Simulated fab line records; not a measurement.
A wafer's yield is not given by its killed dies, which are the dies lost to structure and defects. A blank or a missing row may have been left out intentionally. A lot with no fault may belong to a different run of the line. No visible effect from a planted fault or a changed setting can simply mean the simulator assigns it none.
fab line records	flow n5Finfet	part 1 of 2: steps 1 to 4 of 6
record lots=21	wafers=63	lastDay=17
route steps=1938 shown STI_FIN_REVEAL@191 DUMMY_GATE@214 SPACER0@258
lots with no fault: from the same line, run without faults
startH: start of the lot's first displayed wafer, in hours after the record's first day	waitH: hours elapsed since this lot's preceding step	" repeats the value in the row above	L1.1+2: several wafers, shown together as one row	- no value present, or no start provided	* or withheld: withheld	< > ~ a bound
route shown NAME@n: NAME is a module with steps in the file, n the number in the route of the first one	usual: mean and standard deviation over wafers with no fault	same: alike in all rows	chamber/n: place in a boat	sites: per-site readings	_std_site: their standard deviation	_edge_site: the outer-site mean with the inner-site mean subtracted	radiusMm: how far each site lies from the wafer's centre	mask NAME#n: copy n	behind: the last tool/chamber to shape the wafer	hold: why the lot was held/for how many hours/how that ended	device: the n, p or np transistor that did not switch	end of line: tests run on the same wafers once the route is complete	a step without rows: its recipe alone	killed: dies that structure and defects cost at the first sort, which is not the same as the wafer's yield	map: shows each die of a wafer: x if killed, . if not, _ if none is there
set.NAME: setting as actually run; set.NAME@STEP: the setting as run at that earlier step	model.NAME: the simulator's own value behind a step, which no gauge read
one table for each step of the route and one row for each wafer, over a sample of lots
services: the hour from which a tool's chamber was out of use, counted from the record's first day as startH (under 0 if before that day), plus the number of hours and why
## steps
# step N5_STI_FIN_REVEAL_STRIP_24
# recipe chemistry=N2/H2	timeS=90	powerW=100	tempC=40	pressureMtorr=100	rfFrequencyHz=6e+07	biasPowerW=3	n2FlowSccm=300	h2FlowSccm=300
# usual drypumpMotorCurrentA=5.4/0.49	n2FlowSccm=300.1/0.88	oesProductAu=0.78/0.072	rfVppV=45.2/0.87	showerheadPlenumPTorr=3.33/0.1	throttleValvePct=12.30/0.23
lot.wafer	tool	chamber	startH	waitH	drypumpMotorCurrentA	n2FlowSccm	oesProductAu	rfHoursCounterH	rfVppV	showerheadPlenumPTorr	throttleValvePct
L074.1	rieDiel-04	0	34.85	0.0	5.8	301.7	0.72	165	47.1	3.51	12.35
L074.4	"	3	"	"	5.1	300.5	0.82	79	46.5	3.40	12.13
L074.6	"	2	"	"	6.3	298.8	0.94	-	46.1	3.32	12.11
L075.1	rieDiel-04	0	44.28	0.0	5.7	299.6	0.72	166	46.3	3.51	12.34
L075.4	"	2	"	"	6.3	300.9	0.94	14	46.2	3.32	12.12
L075.6	"	1	"	"	5.8	300.4	0.80	-	45.9	3.27	12.10
L076.2	rieDiel-06	3	46.46	0.0	4.9	300.4	0.69	220	44.8	3.21	12.60
L076.3	"	0	"	"	4.8	299.5	0.79	107	46.7	3.25	12.01
L076.4	"	2	"	"	5.3	300.7	0.78	134	44.3	3.39	12.40
L077.2	rieDiel-04	1	52.87	0.0	5.9	300.1	0.79	133	45.7	3.27	12.11
L077.3	"	0	"	"	5.8	300.2	0.72	170	44.1	3.51	12.36
L077.5	"	3	"	"	5.1	299.6	0.81	-	45.8	3.40	12.12
L078.1	rieDiel-04	2	57.92	0.0	6.3	299.1	0.92	19	45.0	3.31	12.12
L078.2	"	1	"	"	5.9	299.7	0.79	134	44.6	3.27	12.13
L078.3	"	0	"	"	5.8	299.7	0.71	171	45.8	3.51	12.37
L079.3	rieDiel-06	2	63.08	0.0	5.3	299.9	0.77	140	44.8	3.39	12.42
L079.4	"	1	"	"	5.6	298.2	0.75	151	46.3	3.38	12.52
L079.5	"	3	"	"	4.9	299.2	0.69	-	44.4	3.21	12.62
L080.2	rieDiel-04	2	70.37	0.0	6.3	300.0	0.91	23	44.7	3.31	12.12
L080.3	"	1	"	"	5.9	298.7	0.79	140	45.3	3.27	12.13
L080.6	"	1	"	"	5.9	299.0	0.79	-	45.7	3.27	12.14
L081.2	rieDiel-06	0	75.55	0.0	4.8	299.1	0.79	118	45.5	3.24	12.05
L081.3	"	1	"	"	5.6	301.3	0.76	155	47.4	3.38	12.51
L081.4	"	3	"	"	4.9	300.1	0.69	231	44.9	3.21	12.64
L082.1	rieDiel-06	0	83.51	0.0	4.8	300.1	0.78	120	44.8	3.24	12.03
L082.4	"	2	"	"	5.3	300.9	0.77	146	44.0	3.38	12.43
L082.5	"	1	"	"	5.6	298.7	0.75	-	46.1	3.37	12.54
L083.1	rieDiel-05	0	88.68	0.0	5.9	300.4	0.80	92	44.1	3.53	12.30
L083.5	"	1	"	"	5.1	301.2	0.97	-	45.1	3.31	11.89
L083.6	"	0	"	"	5.9	300.5	0.81	-	45.7	3.53	12.31
L084.1	rieDiel-06	1	96.43	0.0	5.6	302.0	0.74	162	44.9	3.37	12.53
L084.2	"	0	"	"	4.8	299.7	0.78	124	45.1	3.24	12.05
L084.4	"	2	"	"	5.3	300.0	0.76	151	45.9	3.38	12.46
L085.3	rieDiel-06	0	100.78	0.0	4.8	300.5	0.79	126	43.5	3.24	12.05
L085.4	"	2	"	"	5.3	298.5	0.76	152	45.3	3.38	12.43
L085.5	"	3	"	"	4.9	299.0	0.68	-	45.4	3.20	12.66
L087.2	rieDiel-05	2	113.93	0.0	5.4	300.5	0.92	27	45.0	3.60	11.97
L087.4	"	1	"	"	5.1	300.5	0.94	15	45.1	3.31	11.90
L087.5	"	2	"	"	5.4	300.2	0.92	-	46.9	3.60	11.95
L090.1	rieDiel-06	0	130.90	0.0	4.8	300.9	0.78	137	45.2	3.24	12.07
L090.4	"	0	"	"	4.8	301.7	0.77	-	46.1	3.23	12.08
L090.5	"	2	"	"	5.3	300.0	0.75	-	45.0	3.37	12.48
L091.3	rieDiel-04	1	135.49	0.0	5.8	299.5	0.76	166	43.7	3.25	12.19
L091.4	"	0	"	"	5.8	300.9	0.70	202	45.9	3.49	12.43
L091.5	"	3	"	"	5.1	299.7	0.78	-	45.7	3.38	12.20
L092.1	rieDiel-05	0	141.50	0.0	5.9	299.0	0.78	109	44.6	3.52	12.36
L092.2	"	2	"	"	5.4	300.0	0.89	36	45.1	3.60	12.00
L092.5	"	0	"	"	5.9	299.4	0.78	-	46.2	3.52	12.35
L093.3	rieDiel-06	2	153.51	0.0	5.3	300.8	0.75	174	46.7	3.37	12.49
L093.4	"	2	"	"	5.3	300.5	0.75	-	44.8	3.37	12.49
L093.6	"	0	"	"	4.8	300.2	0.77	-	45.1	3.23	12.10
L094.1	rieDiel-04	0	155.35	0.0	5.8	299.7	0.69	208	45.8	3.49	12.46
L094.4	"	1	"	"	5.9	300.9	0.76	172	43.2	3.25	12.23
L094.5	"	3	"	"	5.1	299.8	0.77	-	45.9	3.38	12.23
L095.1	rieDiel-06	2	160.53	0.0	5.3	300.2	0.75	176	42.5	3.37	12.51
L095.4	"	1	"	"	5.6	299.9	0.74	-	45.8	3.36	12.57
L095.6	"	2	"	"	5.3	301.1	0.74	-	46.4	3.37	12.51
L096.3	rieDiel-06	1	165.92	0.0	5.6	301.2	0.74	183	44.5	3.36	12.61
L096.5	"	0	"	"	4.8	298.8	0.76	-	45.1	3.23	12.12
L096.6	"	2	"	"	5.3	301.4	0.75	-	45.2	3.36	12.53
L097.1	rieDiel-06	1	171.72	0.0	5.6	300.6	0.73	185	45.7	3.36	12.59
L097.2	"	0	"	"	4.8	300.0	0.75	155	46.0	3.23	12.13
L097.5	"	1	"	"	5.6	300.8	0.73	-	45.8	3.36	12.61
# step N5_DUMMY_GATE_ALD_02
# recipe material=SiO2	targetThkA=20	tempC=300	aldPrecursorFamily=BDEAS	aldCoReactant=O2-plasma	pulseTimeS=1	pressureTorr=2
# usual heaterPowerW=484/41	precursorPulseHeightRel=1.000/0.019
lot.wafer	tool	chamber	startH	waitH	heaterPowerW	precursorPulseHeightRel
L074.1	aldSin-01	0	38.18	0.3	501	0.998
L074.4	"	3	"	"	502	0.991
L074.6	"	1	"	"	471	1.010
L075.1	aldSin-02	3	47.39	0.0	447	1.000
L075.4	"	1	"	"	478	0.993
L075.6	"	2	"	"	484	1.059
L076.2	aldSin-02	3	49.56	0.0	441	0.977
L076.3	"	0	"	"	585	1.015
L076.4	"	1	"	"	483	0.980
L077.2	aldSin-04	3	55.98	0.0	482	1.019
L077.3	"	2	"	"	453	1.000
L077.5	"	0	"	"	511	0.976
L078.1	aldSin-04	0	61.02	0.0	513	0.977
L078.2	"	2	"	"	458	0.964
L078.3	"	3	"	"	482	0.999
L079.3	aldSin-04	1	66.81	0.7	441	0.994
L079.4	"	0	"	"	511	0.973
L079.5	"	2	"	"	456	0.999
L080.2	aldSin-02	3	73.46	0.0	465	0.983
L080.3	"	0	"	"	583	0.984
L080.6	"	0	"	"	575	1.034
L081.2	aldSin-02	0	78.90	0.0	561	0.990
L081.3	"	1	"	"	483	1.002
L081.4	"	3	"	"	466	1.012
L082.1	aldSin-01	1	86.73	0.0	478	1.001
L082.4	"	2	"	"	436	1.006
L082.5	"	3	"	"	504	0.968
L083.1	aldSin-01	3	92.08	0.0	501	1.026
L083.5	"	3	"	"	508	0.992
L083.6	"	0	"	"	500	1.007
L084.1	aldSin-04	3	99.68	0.0	467	1.010
L084.2	"	1	"	"	423	1.014
L084.4	"	0	"	"	518	0.985
L085.3	aldSin-01	2	104.21	0.0	433	0.992
L085.4	"	1	"	"	492	1.036
L085.5	"	0	"	"	498	1.009
L087.2	aldSin-04	1	118.12	1.1	422	1.001
L087.4	"	0	"	"	534	1.018
L087.5	"	1	"	"	450	1.016
L090.1	aldSin-04	0	134.00	0.0	535	0.969
L090.4	"	3	"	"	478	0.998
L090.5	"	3	"	"	488	1.012
L091.3	aldSin-01	1	138.79	0.0	497	0.999
L091.4	"	0	"	"	491	0.983
L091.5	"	3	"	"	489	0.989
L092.1	aldSin-02	3	144.61	0.0	470	0.988
L092.2	"	1	"	"	489	0.997
L092.5	"	0	"	"	565	0.985
L093.3	aldSin-01	1	156.87	0.3	483	0.988
L093.4	"	0	"	"	501	1.009
L093.6	"	3	"	"	516	1.015
L094.1	aldSin-01	3	158.60	0.1	502	1.021
L094.4	"	1	"	"	479	0.973
L094.5	"	1	"	"	478	1.021
L095.1	aldSin-02	1	163.67	0.0	483	0.999
L095.4	"	0	"	"	593	1.008
L095.6	"	0	"	"	582	1.045
L096.3	aldSin-02	1	169.05	0.0	484	1.009
L096.5	"	0	"	"	591	0.988
L096.6	"	1	"	"	481	0.975
L097.1	aldSin-01	2	174.87	0.0	442	1.003
L097.2	"	1	"	"	497	1.000
L097.5	"	2	"	"	438	0.974
# step N5_DUMMY_GATE_DESCUM_20
# recipe chemistry=O2	timeS=6.2	sourcePowerW=50	biasPowerW=20	pressureMtorr=20	rfFrequencyHz=2.712e+07	tempC=40	resist=CAR-EUV	o2FlowSccm=225
# usual drypumpMotorCurrentA=5.9/0.57	oesProductAu=0.78/0.074	rfVppV=243.9/1.2	showerheadPlenumPTorr=2.13/0.06	throttleValvePct=20.41/0.16
lot.wafer	tool	chamber	startH	waitH	drypumpMotorCurrentA	oesProductAu	rfHoursCounterH	rfVppV	showerheadPlenumPTorr	throttleValvePct
L074.1	rieDiel-03	3	46.68	0.0	5.9	0.76	136	245.1	2.19	20.60
L074.4	"	2	"	"	4.9	0.69	229	244.5	2.05	20.49
L074.6	"	1	"	"	6.1	0.78	-	244.1	2.17	20.33
L075.1	rieDiel-03	2	55.89	0.0	4.9	0.69	231	243.7	2.05	20.47
L075.4	"	3	"	"	5.9	0.75	139	244.5	2.19	20.60
L075.6	"	2	"	"	4.9	0.69	-	243.4	2.05	20.49
L076.2	rieDiel-03	1	59.36	0.0	6.1	0.78	130	245.6	2.17	20.33
L076.3	"	0	"	"	6.8	0.80	80	243.6	2.12	20.45
L076.4	"	2	"	"	4.8	0.68	232	243.8	2.05	20.47
L077.2	rieDiel-03	0	64.48	0.0	6.7	0.79	82	244.4	2.12	20.45
L077.3	"	1	"	"	6.0	0.77	132	243.4	2.17	20.34
L077.5	"	1	"	"	6.0	0.77	-	243.8	2.17	20.34
L078.1	rieDiel-01	0	69.66	0.0	5.8	0.70	246	244.2	2.12	20.51
L078.2	"	2	"	"	5.7	0.75	158	246.0	2.18	20.06
L078.3	"	3	"	"	6.3	0.78	149	243.6	2.11	20.41
L079.3	rieDiel-03	3	75.81	0.2	5.9	0.75	144	244.0	2.19	20.61
L079.4	"	1	"	"	6.1	0.78	135	244.7	2.17	20.35
L079.5	"	2	"	"	4.8	0.69	-	241.2	2.05	20.50
L080.2	rieDiel-03	0	81.99	0.0	6.7	0.80	87	244.7	2.12	20.46
L080.3	"	2	"	"	4.9	0.67	239	243.2	2.04	20.50
L080.6	"	0	"	"	6.8	0.80	-	244.3	2.12	20.46
L081.2	rieDiel-03	0	87.42	0.0	6.7	0.81	89	244.0	2.12	20.47
L081.3	"	2	"	"	4.8	0.68	241	242.8	2.04	20.50
L081.4	"	2	"	"	4.9	0.68	-	241.3	2.04	20.50
L082.1	rieDiel-03	2	95.25	0.0	4.9	0.67	243	243.4	2.04	20.51
L082.4	"	0	"	"	6.7	0.79	91	244.4	2.12	20.47
L082.5	"	0	"	"	6.8	0.79	-	242.4	2.12	20.45
L083.1	rieDiel-01	1	100.69	0.0	5.9	0.91	22	243.5	2.25	20.36
L083.5	"	3	"	"	6.3	0.77	-	243.1	2.10	20.45
L083.6	"	1	"	"	5.9	0.93	-	244.6	2.25	20.35
L084.1	rieDiel-03	3	108.97	0.7	5.9	0.73	155	244.0	2.19	20.64
L084.2	"	1	"	"	6.1	0.76	145	244.7	2.17	20.35
L084.4	"	2	"	"	4.9	0.67	248	242.1	2.04	20.51
L085.3	rieDiel-01	0	115.33	0.1	5.8	0.97	4	244.2	2.12	20.21
L085.4	"	2	"	"	5.7	0.73	175	246.3	2.17	20.10
L085.5	"	0	"	"	5.8	0.97	-	243.5	2.12	20.22
L087.2	rieDiel-02	1	126.64	0.0	5.8	0.78	138	244.3	2.11	20.24
L087.4	"	0	"	"	5.1	0.71	210	242.9	2.17	20.56
L087.5	"	2	"	"	6.5	0.73	-	242.6	2.07	20.54
L090.1	rieDiel-03	1	144.35	0.0	6.1	0.76	159	244.8	2.16	20.38
L090.4	"	0	"	"	6.7	0.78	110	245.0	2.11	20.49
L090.5	"	0	"	"	6.8	0.78	-	242.9	2.11	20.51
L091.3	rieDiel-03	1	147.31	0.0	6.0	0.75	160	243.6	2.16	20.37
L091.4	"	2	"	"	4.9	0.96	2	242.2	2.04	20.04
L091.5	"	1	"	"	6.1	0.76	-	245.0	2.16	20.35
L092.1	rieDiel-01	2	157.83	0.0	5.7	0.72	190	244.5	2.17	20.14
L092.2	"	1	"	"	5.9	0.87	41	245.6	2.24	20.37
L092.5	"	0	"	"	5.8	0.92	-	244.6	2.11	20.23
L093.3	rieDiel-03	0	165.51	0.0	6.7	0.77	116	243.5	2.11	20.49
L093.4	"	1	"	"	6.0	0.75	165	243.8	2.16	20.38
L093.6	"	2	"	"	4.9	0.94	-	243.0	2.04	20.06
L094.1	rieDiel-03	1	167.25	0.0	6.1	0.74	166	245.1	2.16	20.38
L094.4	"	3	"	"	5.9	0.73	175	244.9	2.18	20.67
L094.5	"	0	"	"	6.7	0.77	-	244.2	2.11	20.50
L095.1	rieDiel-01	3	173.46	0.0	6.3	0.74	184	241.7	2.10	20.47
L095.4	"	0	"	"	5.8	0.91	22	243.4	2.11	20.24
L095.6	"	0	"	"	5.8	0.91	-	243.4	2.11	20.22
L096.3	rieDiel-01	0	177.72	0.0	5.8	0.91	23	244.3	2.11	20.22
L096.5	"	0	"	"	5.8	0.91	-	242.7	2.11	20.23
L096.6	"	3	"	"	6.3	0.74	-	243.5	2.09	20.49
L097.1	rieDiel-03	1	185.43	0.1	6.0	0.74	171	244.7	2.16	20.39
L097.2	"	3	"	"	5.9	0.71	180	244.7	2.18	20.68
L097.5	"	2	"	"	4.8	0.91	-	243.5	2.04	20.06
# step N5_DUMMY_GATE_ETCH_37
# recipe chemistry=N2/H2	target=SOC	targetDepthA=600	overetchA=300	tempC=40	ionEnergyEv=200	pressureMtorr=30	sourceW=840	biasW=150	n2FlowSccm=200	h2FlowSccm=200
# usual drypumpMotorCurrentA=5.9/0.56	n2FlowSccm=200.0/0.64	oesProductAu=0.61/0.054	rfVppV=525.1/2	showerheadPlenumPTorr=2.59/0.066	throttleValvePct=17.82/0.18
lot.wafer	tool	chamber	startH	waitH	drypumpMotorCurrentA	n2FlowSccm	oesProductAu	rfHoursCounterH	rfVppV	showerheadPlenumPTorr	throttleValvePct
L074.1	rieDiel-03	3	46.83	0.0	5.9	200.8	0.59	136	527.3	2.66	17.97
L074.4	"	2	"	"	4.9	199.8	0.55	229	523.3	2.51	17.95
L074.6	"	1	"	"	6.1	200.2	0.62	-	527.8	2.66	17.80
L075.1	rieDiel-03	2	56.04	0.0	4.8	200.1	0.55	231	522.7	2.51	17.93
L075.4	"	3	"	"	5.9	199.2	0.59	139	527.1	2.66	17.98
L075.6	"	2	"	"	4.8	200.3	0.55	-	522.3	2.51	17.95
L076.2	rieDiel-03	1	59.50	0.0	6.1	199.0	0.61	130	526.5	2.66	17.81
L076.3	"	0	"	"	6.7	199.2	0.64	80	524.7	2.58	17.91
L076.4	"	2	"	"	4.8	199.9	0.55	232	522.5	2.51	17.95
L077.2	rieDiel-03	0	64.62	0.0	6.7	200.8	0.63	82	524.6	2.58	17.92
L077.3	"	1	"	"	6.1	200.7	0.61	132	528.7	2.66	17.80
L077.5	"	1	"	"	6.1	200.5	0.61	-	527.9	2.66	17.79
L078.1	rieDiel-01	0	69.81	0.0	5.8	201.2	0.55	246	525.3	2.59	18.05
L078.2	"	2	"	"	5.7	199.7	0.60	158	527.4	2.66	17.52
L078.3	"	3	"	"	6.3	199.3	0.61	149	524.0	2.54	17.74
L079.3	rieDiel-03	3	75.96	0.0	5.9	199.2	0.59	144	526.0	2.66	17.98
L079.4	"	1	"	"	6.1	201.1	0.61	135	527.4	2.66	17.81
L079.5	"	2	"	"	4.9	200.3	0.55	-	522.0	2.50	17.95
L080.2	rieDiel-03	0	82.13	0.0	6.8	199.3	0.63	87	526.0	2.57	17.94
L080.3	"	2	"	"	4.9	199.6	0.55	239	521.8	2.50	17.94
L080.6	"	0	"	"	6.7	199.2	0.63	-	525.6	2.58	17.91
L081.2	rieDiel-03	0	87.56	0.0	6.7	199.8	0.64	89	524.7	2.57	17.93
L081.3	"	2	"	"	4.9	199.6	0.54	241	521.3	2.50	17.95
L081.4	"	2	"	"	4.9	199.2	0.55	-	521.7	2.50	17.96
L082.1	rieDiel-03	2	95.39	0.0	4.9	200.5	0.54	243	523.0	2.50	17.96
L082.4	"	0	"	"	6.7	200.5	0.63	91	524.7	2.57	17.95
L082.5	"	0	"	"	6.7	200.4	0.63	-	524.5	2.57	17.92
L083.1	rieDiel-01	1	100.83	0.0	5.9	199.2	0.72	22	529.3	2.69	17.50
L083.5	"	3	"	"	6.3	200.3	0.60	-	523.6	2.53	17.75
L083.6	"	1	"	"	5.9	200.9	0.72	-	526.1	2.69	17.50
L084.1	rieDiel-03	3	109.12	0.0	5.9	199.1	0.58	155	527.5	2.65	18.00
L084.2	"	1	"	"	6.1	199.2	0.60	145	526.7	2.66	17.83
L084.4	"	2	"	"	4.9	200.1	0.55	248	522.2	2.50	17.95
L085.3	rieDiel-01	0	115.47	0.0	5.8	200.3	0.75	4	526.7	2.59	17.69
L085.4	"	2	"	"	5.7	201.6	0.58	175	526.8	2.65	17.54
L085.5	"	0	"	"	5.8	200.2	0.76	-	523.7	2.59	17.68
L087.2	rieDiel-02	1	126.78	0.0	5.7	200.7	0.61	138	522.5	2.55	17.52
L087.4	"	0	"	"	5.1	199.7	0.56	210	526.3	2.61	17.82
L087.5	"	2	"	"	6.4	200.6	0.58	-	524.6	2.55	18.13
L090.1	rieDiel-03	1	144.50	0.0	6.1	199.4	0.59	159	526.1	2.65	17.83
L090.4	"	0	"	"	6.8	200.9	0.62	110	525.2	2.57	17.97
L090.5	"	0	"	"	6.8	200.1	0.62	-	523.8	2.57	17.96
L091.3	rieDiel-03	1	147.46	0.0	6.1	200.3	0.60	160	527.5	2.65	17.85
L091.4	"	2	"	"	4.9	200.4	0.75	2	522.2	2.50	17.47
L091.5	"	1	"	"	6.0	200.3	0.59	-	527.4	2.65	17.84
L092.1	rieDiel-01	2	157.98	0.0	5.7	200.6	0.58	190	527.1	2.64	17.57
L092.2	"	1	"	"	5.9	199.5	0.69	41	527.6	2.68	17.53
L092.5	"	0	"	"	5.8	199.2	0.72	-	525.2	2.59	17.69
L093.3	rieDiel-03	0	165.66	0.0	6.8	200.4	0.62	116	524.6	2.56	17.97
L093.4	"	1	"	"	6.0	199.8	0.58	165	525.5	2.65	17.86
L093.6	"	2	"	"	4.9	199.3	0.73	-	522.5	2.50	17.49
L094.1	rieDiel-03	1	167.39	0.0	6.1	200.4	0.59	166	527.9	2.65	17.85
L094.4	"	3	"	"	6.0	199.8	0.57	175	526.0	2.64	18.03
L094.5	"	0	"	"	6.7	198.8	0.61	-	523.2	2.56	17.99
L095.1	rieDiel-01	3	173.61	0.0	6.3	199.1	0.58	184	523.2	2.52	17.79
L095.4	"	0	"	"	5.8	200.9	0.71	22	525.6	2.58	17.71
L095.6	"	0	"	"	5.8	198.7	0.71	-	525.6	2.58	17.70
L096.3	rieDiel-01	0	177.86	0.0	5.8	200.7	0.71	23	525.6	2.58	17.71
L096.5	"	0	"	"	5.8	200.4	0.71	-	525.0	2.58	17.72
L096.6	"	3	"	"	6.3	200.2	0.59	-	522.7	2.52	17.81
L097.1	rieDiel-03	1	185.58	0.0	6.1	199.8	0.58	171	527.5	2.65	17.85
L097.2	"	3	"	"	5.9	198.9	0.57	180	526.4	2.64	18.05
L097.5	"	2	"	"	4.9	200.2	0.71	-	521.0	2.49	17.51
